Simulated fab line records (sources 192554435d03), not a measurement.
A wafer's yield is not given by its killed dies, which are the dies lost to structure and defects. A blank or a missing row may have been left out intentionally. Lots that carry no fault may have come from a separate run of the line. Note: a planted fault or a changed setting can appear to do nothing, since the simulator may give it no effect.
Comparing a struck lot with a sound one / flow n5_finfet / 36 steps out of a route of 1938
Sound: these wafers, L909.3, L909.4, L909.5. Struck: wafer L907.3. (L907.1, L907.4 of the same lot were not struck and are left out.) The cause comes at the end.
Order at every step that has rows: each side's tool, ch and its chambers, its first start. Under that, the readings that differ: sound wafers / struck wafers / difference of the means / sigmas: that difference in standard deviations of wafers without a fault.
alike: readings with means less than 2 such deviations apart, plus words and numbers identical on both sides. not compared: withheld readings, readings lacking a value on some wafer, bounds such as >300 that could conceal the same value, and numbers that have no deviation in the record and whose values overlap.
A row with sigmas, a row that says differs or no value, or rows on one side alone: a step with any of these is where the two part. Numbers that don't overlap but have no deviation are shown without sigmas and don't part them. Lack of a reading on every wafer of one side parts them only where that side has two or more wafers.

first, 8 steps without rows for these wafers: N5_BEOL_M15_SPUTTER_43 (material TaN, target thk 15 nm, time 24.19 s); N5_BEOL_M15_SPUTTER_44 (material Ta, target thk 15 nm, time 24.19 s); N5_BEOL_M15_SPUTTER_45 (material Cu, target thk 100 nm, time 16.67 s); N5_BEOL_M15_ECD_47 (material Cu, target thk 1860 nm); N5_BEOL_M15_ANNEAL_48 (time 90 s); N5_BEOL_M15_CMP_49 (polishes, stops on SiO2, t overpolish 4.9 s, target thk 850 nm); N5_BEOL_M15_PRE_CLEAN_52 (time 15 s); N5_BEOL_M15_DEP_53 (deposits SiCN from 3MS/NH3, target thk 50 nm, time 17.8 s).
N5_PASSIVATION_PECVD_00: deposits SiO2 from SiH4/N2O, target thk 200 nm, time 11.2 s.
  sound on pecvd-03 ch 1,2, day 16 13:04; struck on pecvd-04 ch 1, day 16 07:50
reading=model.SiO2_of_PASSIVATION_PECVD_00.thk_nm (nm); sound=196 199.6 200.2; struck=148.8; difference=-49.8; sigmas=
  alike: heater_power_w, showerhead_plenum_p_Torr, throttle_valve_pct
then, 26 steps without rows for these wafers: N5_MIM_BOT_DEGAS_01 (time 60 s); N5_MIM_BOT_SPUTTER_00 (material TiN, target thk 35 nm, time 89.7 s); N5_MIM_TOP_ALD_00 (deposits Al2O3, purge time 3 s, co reactant pulse time 3 s); N5_MIM_TOP_ALD_01 (deposits HfO2, target thk 5.6 nm, pulse time 1 s, purge time 3 s); N5_MIM_TOP_ALD_02 (deposits Al2O3, purge time 3 s, co reactant pulse time 3 s); N5_MIM_TOP_DEGAS_04 (time 60 s); N5_MIM_TOP_SPUTTER_03 (material TiN, target thk 35 nm, time 89.7 s); N5_MIM_TOP_LITHO_HMDS_01 (time 60 s); N5_MIM_TOP_LITHO_COAT_02; N5_MIM_TOP_LITHO_EBR_04; N5_MIM_TOP_LITHO_SOFTBAKE_03 (time 90 s); N5_MIM_TOP_LITHO_EXPOSE_05 (exposes mask MIM TOP, target cd 2000 nm); N5_MIM_TOP_LITHO_PEB_06; N5_MIM_TOP_LITHO_DEVELOP_07 (develop time 60 s); N5_MIM_TOP_LITHO_HARDBAKE_09 (time 120 s); N5_MIM_TOP_LITHO_DESCUM_10 (chemistry O2, time 7.9 s); N5_MIM_TOP_ETCH_ETCH_00 (etches TiN in Cl2/BCl3, target depth 38.5 nm); N5_MIM_TOP_ETCH_STRIP_01 (strips in O2); N5_MIM_TOP_ETCH_PECVD_03 (deposits SiNx from SiH4/NH3/N2, target thk 20 nm, time 17.6 s); N5_MIM_BOT_LITHO_HMDS_01 (time 60 s); N5_MIM_BOT_LITHO_COAT_02; N5_MIM_BOT_LITHO_EBR_04; N5_MIM_BOT_LITHO_SOFTBAKE_03 (time 90 s); N5_MIM_BOT_LITHO_EXPOSE_05 (exposes mask MIM BOT); N5_MIM_BOT_LITHO_PEB_06; N5_MIM_BOT_LITHO_DEVELOP_07 (develop time 60 s).
N5_MIM_BOT_ETCH_ETCH_00: etches TiN in Cl2/BCl3, target depth 45.5 nm.
  sound on rie_metal-02 ch 0,1, day 16 18:16; struck on rie_metal-01 ch 0, day 16 12:41
reading=throttle_valve_pct (%); sound=21.88 22.20 22.22; struck=21.79; difference=-0.31; sigmas=-2
reading=model.SiO2_of_PASSIVATION_PECVD_00.thk_nm (nm); sound=193.6 196.8 197.4; struck=146.2; difference=-49.7; sigmas=
  alike: bcl3_flow_sccm, drypump_motor_current_A, oes_product_au
  not compared: rf_hours_counter_h

WHERE THEY PART
N5_MIM_BOT_ETCH_ETCH_00 only, going by this record.

WHY: what had been put in by the simulator
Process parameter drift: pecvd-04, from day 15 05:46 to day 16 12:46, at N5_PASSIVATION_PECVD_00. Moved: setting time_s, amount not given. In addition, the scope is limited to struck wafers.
